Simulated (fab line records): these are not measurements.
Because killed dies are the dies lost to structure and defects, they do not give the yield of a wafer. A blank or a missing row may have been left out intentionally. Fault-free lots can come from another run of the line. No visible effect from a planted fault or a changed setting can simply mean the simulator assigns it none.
fab line records    flow nand-harc    part 1 of 2: steps 1 to 4 of 6
record: lots: 21  wafers: 63  last-day: 25
route steps=1159 shown A_CHANNEL_FILL_D1@513 A_STAIRCASE@547
lots that met no fault: from a run of the same line without faults
start-h: hours from the record's opening day to when the first of the lot's shown wafers began    wait-h: hours since the lot's step before    " repeats the value in the row above    L1.1+2: one row covering several wafers at once    - value missing, or start not given    * or withheld: withheld    < > ~ a bound
route shown NAME@n: a module of which the file shows steps, and the number in the route of the first    usual: the fault-free wafers' mean and standard deviation    same: alike in all rows    chamber/n: place in a boat    sites: readings site by site    _std_site: their standard deviation    _edge_site: inner sites' mean taken away from outer sites' mean    radius-mm: for every site, how far away it sits from the centre of the wafer    mask NAME#n: copy n    behind: the last tool/chamber to shape the wafer    hold: the reason the lot was held/the length of the hold in hours/how it ended    device: transistor that didn't switch, given as n, p or np    end of line: tests run on the same wafers once the route is complete    a step with no rows: only its recipe    killed: dies lost to structure and defects at the first sort, not the wafer's yield    map: the dies of a wafer, with x for killed, . for not killed, _ for no die there
set.NAME: the setting that was run; set.NAME@STEP: the one run at that earlier step    model.NAME: the simulator's own value behind a step, which no gauge read
one table for each step of the route and one row for each wafer, over a sample of lots
services: from which hour (start-h, from the record's first day; less than 0 if before it) a tool's chamber was out of use, for how many hours, and why
== steps ==
step: NHARC_A_CHANNEL_FILL_D1_CMP_10
recipe: target-thk-nm: 150
usual: motor-current-A: 12.3/1.2  time-to-endpoint-s: 14.2/2.5
lot.wafer  tool    chamber  start-h  wait-h  motor-current-A  time-to-endpoint-s
L075.3     cmp-03  1        236.94   0.4     11.9             16.0
L075.6     "       1        "        "       12.1             17.0
L075.5     "       2        "        "       12.9             12.7
L074.4     cmp-04  0        236.97   0.4     12.3             14.9
L074.3     "       1        "        "       13.0             17.2
L074.6     "       3        "        "       12.8             9.8
L077.3     cmp-02  2        240.02   0.4     12.2             14.5
L077.2     "       0        "        "       10.9             15.5
L077.4     "       1        "        "       12.4             20.2
L076.1     cmp-04  2        246.79   0.4     9.3              12.8
L076.2     "       3        "        "       12.3             10.0
L076.5     "       1        "        "       13.4             19.3
L078.4     cmp-03  2        249.32   0.4     12.5             13.3
L078.2     "       1        "        "       11.6             17.1
L078.5     "       2        "        "       12.7             10.8
L079.1     cmp-04  3        249.40   0.4     12.2             11.9
L079.5     "       0        "        "       11.8             14.7
L079.6     "       1        "        "       13.2             18.0
L080.1     cmp-03  2        273.95   0.4     12.9             11.6
L080.3     "       3        "        "       12.4             15.0
L080.2     "       1        "        "       11.3             17.0
L081.1     cmp-03  1        282.77   0.4     11.1             14.3
L081.3     "       3        "        "       12.7             12.6
L081.6     "       1        "        "       11.2             16.7
L082.3     cmp-04  0        282.80   0.4     12.9             15.2
L082.1     "       1        "        "       13.8             21.7
L082.6     "       0        "        "       11.9             13.6
L083.2     cmp-04  3        288.07   0.4     12.7             11.1
L083.4     "       1        "        "       12.9             18.8
L083.6     "       3        "        "       13.2             13.2
L084.4     cmp-03  0        288.10   0.4     14.6             11.4
L084.1     "       1        "        "       11.4             15.1
L084.5     "       0        "        "       15.1             13.0
L089.2     cmp-02  3        306.54   0.4     11.5             11.4
L089.3     "       2        "        "       11.9             14.1
L089.6     "       0        "        "       11.4             16.9
L085.4     cmp-03  1        306.54   0.4     11.7             17.6
L085.1     "       3        "        "       12.6             16.3
L085.2     "       0        "        "       14.8             15.9
L087.3     cmp-02  0        314.92   0.4     11.2             16.8
L087.5     "       0        "        "       11.3             17.0
L087.6     "       1        "        "       12.8             18.6
L088.1     cmp-04  0        318.87   0.4     12.3             13.5
L088.3     "       1        "        "       13.6             15.5
L088.5     "       1        "        "       13.8             15.3
L090.1     cmp-03  3        328.10   0.4     12.9             12.5
L090.2     "       0        "        "       14.8             15.9
L090.6     "       0        "        "       14.6             13.1
L091.2     cmp-03  2        332.95   0.4     12.0             15.5
L091.4     "       0        "        "       14.0             15.0
L091.3     "       1        "        "       11.7             14.7
L094.3     cmp-04  0        340.84   0.4     11.7             11.0
L094.2     "       1        "        "       12.9             17.3
L094.1     "       2        "        "       9.5              12.5
L093.4     cmp-02  2        347.49   0.4     11.8             14.3
L093.3     "       3        "        "       11.4             12.0
L093.5     "       2        "        "       12.5             14.3
L095.2     cmp-04  2        351.85   0.4     8.7              14.2
L095.4     "       1        "        "       14.6             16.8
L095.6     "       2        "        "       10.1             14.8
L097.3     cmp-04  2        375.50   0.4     9.5              12.8
L097.2     "       3        "        "       13.2             11.1
L097.6     "       2        "        "       9.3              12.0
step: NHARC_A_STAIRCASE_DESCUM_11
recipe: time-s: 3  o2-flow-sccm: 200  ar-flow-sccm: 0  bias-power-w: 0  chemistry: O2
usual: chamber-pressure-mTorr: 60.00/0.062  drypump-motor-current-A: 5.9/0.43  oes-product-au: 1.005/0.014  rf-vpp-V: 58.0/0.83  showerhead-plenum-p-Torr: 1.92/0.078  throttle-valve-pct: 11.311/0.009
same: time-s: 3
lot.wafer  tool         chamber  start-h  wait-h  chamber-pressure-mTorr  drypump-motor-current-A  oes-product-au  rf-hours-counter-h  rf-vpp-V  showerhead-plenum-p-Torr  throttle-valve-pct
L075.3     rie-diel-08  2        240.43   -       60.04                   6.3                      1.003           39                  57.9      1.95                      11.301
L075.5     "            3        "        "       59.98                   6.5                      1.025           -                   58.2      1.83                      11.324
L075.6     "            0        "        "       60.04                   6.2                      1.016           -                   58.0      1.92                      11.335
L074.3     rie-diel-08  0        240.86   -       60.03                   6.2                      1.002           39                  59.2      1.92                      11.311
L074.4     "            1        "        "       59.97                   6.0                      0.998           41                  58.5      1.86                      11.292
L074.6     "            2        "        "       60.00                   6.2                      1.004           -                   57.6      1.95                      11.308
L077.2     rie-diel-01  1        243.77   -       59.98                   5.2                      0.983           33                  60.6      2.07                      11.311
L077.4     "            2        "        "       60.03                   6.3                      0.979           32                  58.6      2.03                      11.319
L077.3     "            0        "        "       60.02                   5.9                      1.006           33                  57.1      1.77                      11.305
L076.1     rie-diel-01  0        250.28   -       60.00                   5.8                      0.992           36                  57.3      1.77                      11.307
L076.2     "            2        "        "       60.05                   6.3                      0.981           34                  59.0      2.03                      11.301
L076.5     "            3        "        "       60.06                   5.0                      0.995           -                   59.0      2.01                      11.311
L079.1     rie-diel-03  1        253.18   -       60.03                   5.7                      1.004           7                   57.8      1.86                      11.297
L079.6     "            0        "        "       60.07                   5.7                      1.010           -                   57.8      1.96                      11.309
L079.5     "            1        "        "       60.05                   5.6                      1.002           -                   57.4      1.86                      11.304
L078.4     rie-diel-08  1        253.46   -       59.86                   6.0                      1.009           47                  56.7      1.86                      11.293
L078.2     "            3        "        "       60.02                   6.5                      1.029           43                  57.8      1.83                      11.298
L078.5     "            1        "        "       60.08                   6.1                      1.000           -                   58.6      1.86                      11.299
L080.2     rie-diel-08  2        277.30   -       59.94                   6.3                      0.996           54                  58.2      1.95                      11.309
L080.1     "            3        "        "       59.91                   6.5                      1.015           52                  57.8      1.82                      11.314
L080.3     "            0        "        "       59.91                   6.2                      1.017           53                  58.0      1.92                      11.314
L082.3     rie-diel-03  1        286.29   -       59.93                   5.6                      0.995           19                  56.9      1.86                      11.305
L082.1     "            0        "        "       59.99                   5.7                      1.011           20                  57.7      1.96                      11.313
L082.6     "            2        "        "       60.03                   5.5                      1.013           -                   56.8      1.97                      11.314
L081.3     rie-diel-03  2        286.56   -       60.08                   5.5                      1.022           19                  58.2      1.97                      11.337
L081.1     "            1        "        "       60.00                   5.6                      1.011           20                  57.7      1.86                      11.319
L081.6     "            2        "        "       60.12                   5.5                      1.021           -                   57.3      1.97                      11.322
L084.4     rie-diel-08  2        291.78   -       59.98                   6.2                      1.000           58                  57.8      1.95                      11.313
L084.1     "            0        "        "       59.99                   6.2                      1.020           58                  58.1      1.92                      11.303
L084.5     "            2        "        "       59.94                   6.2                      0.991           -                   56.7      1.95                      11.309
L083.2     rie-diel-08  3        291.85   -       60.01                   6.5                      1.027           56                  59.0      1.82                      11.313
L083.4     "            1        "        "       60.05                   6.0                      1.019           60                  58.0      1.85                      11.320
L083.6     "            3        "        "       60.02                   6.5                      1.028           -                   56.0      1.82                      11.322
L089.2     rie-diel-01  3        310.50   -       59.92                   5.0                      1.002           51                  58.1      2.00                      11.309
L089.3     "            0        "        "       59.95                   5.9                      1.000           55                  57.2      1.76                      11.309
L089.6     "            3        "        "       60.06                   5.0                      1.004           -                   58.4      2.00                      11.305
L085.4     rie-diel-08  0        311.02   -       59.97                   6.2                      1.012           0                   56.5      1.91                      11.308
L085.2     "            2        "        "       60.07                   6.2                      1.016           0                   58.3      1.95                      11.308
L085.1     "            3        "        "       60.03                   6.5                      1.022           0                   58.1      1.82                      11.310
L087.3     rie-diel-08  1        318.65   -       60.09                   6.0                      0.998           5                   56.7      1.85                      11.320
L087.6     "            2        "        "       59.94                   6.2                      1.022           -                   57.8      1.94                      11.320
L087.5     "            3        "        "       59.85                   6.5                      1.023           -                   57.9      1.82                      11.335
L088.1     rie-diel-03  0        322.57   -       60.07                   5.7                      0.997           37                  57.7      1.95                      11.316
L088.3     "            2        "        "       60.06                   5.5                      1.011           35                  58.9      1.96                      11.307
L088.5     "            0        "        "       59.91                   5.7                      1.006           -                   57.9      1.95                      11.312
L090.2     rie-diel-03  3        331.62   -       60.01                   5.6                      0.990           40                  57.4      1.89                      11.338
L090.1     "            0        "        "       59.87                   5.7                      0.999           41                  58.8      1.95                      11.319
L090.6     "            2        "        "       59.99                   5.5                      1.006           -                   58.0      1.96                      11.313
L091.3     rie-diel-08  0        336.34   -       60.05                   6.2                      1.021           10                  58.7      1.91                      11.310
L091.2     "            1        "        "       59.95                   6.0                      0.984           11                  57.3      1.85                      11.313
L091.4     "            2        "        "       60.01                   6.2                      1.005           11                  58.5      1.94                      11.306
L094.1     rie-diel-03  0        347.85   -       60.02                   5.7                      1.002           44                  58.5      1.95                      11.311
L094.3     "            1        "        "       60.00                   5.7                      1.000           43                  57.1      1.85                      11.315
L094.2     "            2        "        "       60.06                   5.5                      1.005           43                  58.2      1.96                      11.318
L093.3     rie-diel-03  1        351.31   -       60.05                   5.7                      1.004           44                  57.6      1.85                      11.327
L093.4     "            0        "        "       60.00                   5.7                      1.012           45                  58.4      1.95                      11.319
L093.5     "            1        "        "       59.87                   5.6                      1.003           -                   59.7      1.85                      11.305
L095.2     rie-diel-01  3        355.52   -       60.06                   5.0                      0.995           7                   58.3      1.99                      11.302
L095.4     "            0        "        "       59.98                   5.8                      0.991           7                   59.2      2.07                      11.320
L095.6     "            1        "        "       60.01                   5.2                      1.002           -                   57.4      2.05                      11.298
L097.2     rie-diel-01  1        379.31   -       59.97                   5.2                      1.002           13                  58.3      2.05                      11.319
L097.3     "            3        "        "       59.97                   5.1                      0.980           13                  57.8      1.99                      11.307
L097.6     "            2        "        "       60.09                   6.3                      0.989           -                   59.2      2.02                      11.309
step: NHARC_A_STAIRCASE_TRIM_18
recipe: time-s: 211.2  o2-flow-sccm: 500  ar-flow-sccm: 0  bias-w: 0  chemistry: O2
usual: chamber-pressure-mTorr: 60.01/0.055  drypump-motor-current-A: 5.9/0.43  oes-product-au: 1.004/0.016  rf-vpp-V: 57.8/0.92  showerhead-plenum-p-Torr: 3.54/0.13  throttle-valve-pct: 17.038/0.0087
same: time-s: 211.2
lot.wafer  tool         chamber  start-h  wait-h  chamber-pressure-mTorr  drypump-motor-current-A  oes-product-au  rf-hours-counter-h  rf-vpp-V  showerhead-plenum-p-Torr  throttle-valve-pct
L075.3     rie-diel-08  3        -        -       59.97                   6.5                      1.025           37                  59.0      3.38                      17.040
L075.6     "            1        "        "       60.18                   6.1                      1.015           -                   57.6      3.44                      17.027
L075.5     "            2        "        "       60.01                   6.3                      1.010           -                   58.8      3.60                      17.043
L074.4     rie-diel-08  1        -        -       60.00                   6.1                      1.011           42                  57.4      3.44                      17.034
L074.3     "            0        "        "       60.03                   6.2                      1.023           39                  58.6      3.54                      17.029
L074.6     "            1        "        "       60.09                   6.1                      1.007           -                   56.2      3.43                      17.031
L077.2     rie-diel-01  3        -        -       59.99                   5.0                      0.987           28                  58.4      3.69                      17.055
L077.4     "            0        "        "       60.03                   5.9                      0.989           34                  56.1      3.28                      17.042
L077.3     "            1        "        "       59.92                   5.2                      0.978           33                  57.3      3.79                      17.039
L076.2     rie-diel-01  3        -        -       60.01                   5.0                      0.985           31                  59.8      3.68                      17.032
L076.1     "            2        "        "       59.95                   6.4                      0.987           36                  57.9      3.73                      17.041
L076.5     "            3        "        "       59.97                   5.0                      0.983           -                   56.2      3.68                      17.044
L079.1     rie-diel-03  0        -        -       60.00                   5.7                      0.999           9                   57.3      3.61                      17.027
L079.5     "            0        "        "       59.94                   5.7                      1.010           -                   57.5      3.61                      17.042
L079.6     "            1        "        "       59.96                   5.6                      1.007           -                   57.1      3.44                      17.023
L078.2     rie-diel-08  1        -        -       60.03                   6.1                      1.008           48                  58.2      3.43                      17.033
L078.4     "            2        "        "       60.09                   6.2                      1.000           46                  57.0      3.59                      17.029
L078.5     "            2        "        "       60.06                   6.3                      1.015           -                   57.4      3.59                      17.040
L080.2     rie-diel-08  0        -        -       60.00                   6.2                      1.017           53                  57.2      3.53                      17.044
L080.1     "            1        "        "       60.00                   6.0                      1.008           55                  57.7      3.43                      17.032
L080.3     "            2        "        "       59.98                   6.2                      0.994           54                  57.1      3.59                      17.045
L082.3     rie-diel-03  3        -        -       60.01                   5.6                      0.986           20                  57.1      3.49                      17.028
L082.1     "            1        "        "       60.02                   5.7                      1.007           20                  58.3      3.43                      17.040
L082.6     "            3        "        "       59.94                   5.6                      0.998           -                   56.8      3.49                      17.033
L081.1     rie-diel-03  0        -        -       60.01                   5.7                      1.012           21                  57.7      3.60                      17.038
L081.3     "            1        "        "       60.04                   5.6                      1.000           20                  57.8      3.43                      17.039
L081.6     "            0        "        "       60.07                   5.7                      1.000           -                   58.8      3.60                      17.037
L084.1     rie-diel-08  0        -        -       60.04                   6.2                      1.020           59                  55.8      3.53                      17.024
L084.4     "            1        "        "       60.10                   6.0                      1.014           62                  57.9      3.42                      17.039
L084.5     "            0        "        "       59.96                   6.2                      1.030           -                   58.1      3.53                      17.035
L083.4     rie-diel-08  2        -        -       60.04                   6.2                      1.009           59                  58.2      3.58                      17.037
L083.2     "            1        "        "       59.98                   6.0                      1.002           62                  58.3      3.42                      17.049
L083.6     "            3        "        "       59.98                   6.5                      1.038           -                   57.4      3.37                      17.042
L089.2     rie-diel-01  1        -        -       59.99                   5.2                      0.973           57                  58.0      3.77                      17.034
L089.3     "            3        "        "       60.04                   5.0                      1.008           52                  58.6      3.67                      17.023
L089.6     "            2        "        "       60.05                   6.3                      0.983           -                   59.0      3.72                      17.038
L085.4     rie-diel-08  3        -        -       60.07                   6.5                      1.029           1                   57.4      3.37                      17.042
L085.1     "            0        "        "       60.01                   6.2                      1.025           1                   57.7      3.53                      17.045
L085.2     "            1        "        "       60.00                   6.0                      1.013           1                   58.5      3.42                      17.020
L087.3     rie-diel-08  2        -        -       60.06                   6.2                      1.017           5                   59.4      3.58                      17.053
L087.5     "            0        "        "       60.03                   6.2                      1.002           -                   56.8      3.53                      17.042
L087.6     "            1        "        "       59.96                   6.0                      0.996           -                   58.3      3.42                      17.033
L088.1     rie-diel-03  0        -        -       59.98                   5.7                      0.995           38                  59.7      3.59                      17.058
L088.3     "            1        "        "       60.06                   5.7                      0.993           36                  58.3      3.43                      17.042
L088.5     "            0        "        "       59.94                   5.7                      1.008           -                   58.0      3.59                      17.035
L090.1     rie-diel-03  3        -        -       60.04                   5.6                      1.007           40                  58.8      3.48                      17.040
L090.2     "            0        "        "       59.97                   5.7                      0.995           41                  58.2      3.59                      17.025
L090.6     "            1        "        "       60.07                   5.6                      1.007           -                   58.5      3.42                      17.055
L091.4     rie-diel-08  1        -        -       60.00                   6.1                      1.002           11                  58.6      3.42                      17.040
L091.2     "            2        "        "       60.02                   6.3                      1.019           11                  58.9      3.58                      17.036
L091.3     "            3        "        "       60.05                   6.5                      1.037           10                  56.8      3.36                      17.033
L094.3     rie-diel-03  0        -        -       59.97                   5.7                      1.009           45                  57.1      3.59                      17.028
L094.2     "            1        "        "       60.04                   5.6                      0.994           44                  57.3      3.42                      17.039
L094.1     "            2        "        "       59.95                   5.5                      1.007           43                  58.4      3.60                      17.051
L093.3     rie-diel-03  3        -        -       60.00                   5.6                      0.991           45                  58.7      3.48                      17.060
L093.4     "            0        "        "       59.99                   5.7                      1.001           46                  56.9      3.59                      17.028
L093.5     "            2        "        "       59.96                   5.5                      0.998           -                   58.2      3.60                      17.041
L095.2     rie-diel-01  0        -        -       60.02                   5.9                      0.992           8                   57.8      3.80                      17.039
L095.4     "            2        "        "       60.02                   6.3                      0.975           7                   58.6      3.71                      17.041
L095.6     "            0        "        "       59.96                   5.8                      0.989           -                   57.3      3.80                      17.037
L097.2     rie-diel-01  2        -        -       60.02                   6.3                      0.984           14                  57.0      3.71                      17.037
L097.3     "            0        "        "       59.99                   5.8                      0.989           15                  58.4      3.80                      17.030
L097.6     "            3        "        "       60.02                   5.1                      0.979           -                   57.8      3.66                      17.038
step: NHARC_A_STAIRCASE_DESCUM_186
recipe: time-s: 3  o2-flow-sccm: 200  ar-flow-sccm: 0  bias-power-w: 0  chemistry: O2
usual: chamber-pressure-mTorr: 60.00/0.059  drypump-motor-current-A: 5.9/0.45  oes-product-au: 1.003/0.014  rf-vpp-V: 57.9/0.95  showerhead-plenum-p-Torr: 1.93/0.088  throttle-valve-pct: 11.311/0.0086
same: time-s: 3
lot.wafer  tool         chamber  start-h  wait-h  chamber-pressure-mTorr  drypump-motor-current-A  oes-product-au  rf-hours-counter-h  rf-vpp-V  showerhead-plenum-p-Torr  throttle-valve-pct
L074.3     rie-diel-08  1        244.79   -       59.95                   6.1                      1.010           43                  58.5      1.86                      11.321
L074.4     "            2        "        "       59.92                   6.3                      1.000           41                  57.6      1.95                      11.314
L074.6     "            3        "        "       59.97                   6.5                      1.024           -                   59.4      1.83                      11.315
L075.3     rie-diel-03  3        244.99   -       59.98                   5.5                      0.993           6                   58.8      1.90                      11.303
L075.6     "            0        "        "       60.06                   5.7                      1.003           -                   59.0      1.96                      11.327
L075.5     "            1        "        "       59.89                   5.6                      1.010           -                   58.0      1.86                      11.318
L077.4     rie-diel-08  0        247.60   -       60.00                   6.2                      1.021           42                  58.1      1.92                      11.309
L077.3     "            1        "        "       59.92                   6.1                      0.999           45                  56.1      1.86                      11.302
L077.2     "            2        "        "       59.88                   6.3                      1.009           43                  57.1      1.95                      11.315
L076.1     rie-diel-08  2        255.23   -       59.90                   6.2                      1.007           46                  57.6      1.95                      11.317
L076.2     "            0        "        "       60.09                   6.2                      1.029           45                  57.2      1.92                      11.316
L076.5     "            1        "        "       60.01                   6.0                      1.012           -                   58.8      1.86                      11.303
L078.2     rie-diel-08  1        257.52   -       59.96                   6.0                      1.015           49                  57.1      1.86                      11.319
L078.4     "            3        "        "       60.02                   6.5                      1.031           44                  57.6      1.83                      11.297
L078.5     "            0        "        "       60.09                   6.2                      1.021           -                   57.0      1.92                      11.308
L079.1     rie-diel-01  2        259.10   -       60.01                   6.3                      0.986           40                  59.3      2.03                      11.314
L079.5     "            0        "        "       60.01                   5.9                      0.995           -                   56.8      1.77                      11.309
L079.6     "            1        "        "       59.97                   5.2                      0.988           -                   58.1      2.06                      11.303
L080.3     rie-diel-03  1        281.09   -       60.06                   5.6                      0.999           18                  57.4      1.86                      11.321
L080.2     "            3        "        "       60.09                   5.6                      0.983           19                  57.5      1.89                      11.308
L080.1     "            0        "        "       60.04                   5.7                      1.008           19                  59.1      1.96                      11.315
L082.1     rie-diel-08  0        290.16   -       59.97                   6.2                      1.022           57                  57.1      1.92                      11.300
L082.3     "            1        "        "       60.03                   6.0                      1.014           60                  58.0      1.85                      11.316
L082.6     "            1        "        "       59.98                   6.0                      1.010           -                   57.0      1.85                      11.318
L081.3     rie-diel-03  3        290.45   -       59.99                   5.6                      0.987           22                  57.0      1.89                      11.310
L081.1     "            0        "        "       60.02                   5.7                      1.018           22                  57.4      1.95                      11.299
L081.6     "            0        "        "       59.92                   5.7                      1.020           -                   58.1      1.96                      11.311
L084.4     rie-diel-08  1        296.18   -       60.05                   6.1                      1.015           63                  56.4      1.85                      11.313
L084.1     "            2        "        "       59.99                   6.3                      1.012           61                  57.8      1.95                      11.306
L084.5     "            0        "        "       59.98                   6.2                      1.014           -                   57.1      1.91                      11.318
L083.4     rie-diel-01  3        296.34   -       59.96                   5.0                      1.010           46                  58.3      2.00                      11.293
L083.2     "            0        "        "       60.04                   5.9                      1.005           49                  58.6      1.76                      11.298
L083.6     "            1        "        "       60.03                   5.2                      0.990           -                   60.4      2.06                      11.309
L089.3     rie-diel-08  1        314.89   -       60.02                   6.0                      1.000           1                   57.5      1.85                      11.307
L089.2     "            3        "        "       59.93                   6.5                      1.027           1                   56.9      1.82                      11.313
L089.6     "            0        "        "       59.99                   6.2                      1.022           -                   58.1      1.91                      11.319
L085.2     rie-diel-01  0        316.48   -       60.07                   5.8                      1.002           58                  57.7      1.76                      11.304
L085.1     "            1        "        "       60.03                   5.2                      0.976           59                  59.4      2.06                      11.312
L085.4     "            2        "        "       60.00                   6.3                      0.980           59                  57.8      2.02                      11.325
L087.3     rie-diel-01  3        322.40   -       59.93                   5.0                      1.009           56                  57.6      2.00                      11.318
L087.6     "            2        "        "       60.02                   6.3                      0.991           -                   58.4      2.02                      11.309
L087.5     "            3        "        "       60.07                   5.1                      1.009           -                   57.7      2.00                      11.302
L088.3     rie-diel-03  2        326.47   -       60.01                   5.5                      1.008           36                  57.7      1.96                      11.327
L088.1     "            3        "        "       60.03                   5.6                      0.997           38                  57.1      1.89                      11.327
L088.5     "            0        "        "       59.97                   5.7                      1.002           -                   58.4      1.95                      11.311
L090.2     rie-diel-01  3        335.26   -       60.01                   5.0                      0.983           0                   57.3      2.00                      11.312
L090.1     "            0        "        "       59.99                   5.9                      0.993           0                   60.4      2.08                      11.324
L090.6     "            1        "        "       59.94                   5.2                      0.994           -                   58.1      2.05                      11.302
L091.3     rie-diel-08  1        340.63   -       60.02                   6.0                      0.994           13                  58.7      1.85                      11.316
L091.4     "            2        "        "       60.03                   6.2                      1.017           13                  57.4      1.94                      11.314
L091.2     "            0        "        "       59.98                   6.2                      1.022           12                  58.4      1.91                      11.319
L094.3     rie-diel-03  2        351.67   -       60.00                   5.5                      0.999           44                  56.2      1.96                      11.302
L094.1     "            3        "        "       60.09                   5.6                      1.001           45                  58.1      1.89                      11.303
L094.2     "            0        "        "       59.93                   5.7                      0.999           45                  56.8      1.95                      11.321
L093.3     rie-diel-01  0        356.03   -       60.10                   5.9                      0.994           7                   57.3      2.07                      11.310
L093.4     "            1        "        "       59.97                   5.2                      1.006           7                   58.0      2.05                      11.308
L093.5     "            3        "        "       60.00                   5.1                      0.996           -                   59.3      1.99                      11.323
L095.2     rie-diel-01  2        360.95   -       59.97                   6.3                      0.967           9                   58.9      2.02                      11.310
L095.4     "            0        "        "       59.94                   5.8                      0.989           10                  58.3      2.07                      11.323
L095.6     "            2        "        "       60.07                   6.3                      0.976           -                   59.3      2.02                      11.283
L097.3     rie-diel-08  2        385.04   -       59.93                   6.3                      1.007           28                  60.0      1.94                      11.307
L097.2     "            1        "        "       59.91                   6.0                      0.989           27                  57.8      1.84                      11.319
L097.6     "            3        "        "       60.01                   6.5                      1.032           -                   57.9      1.81                      11.300
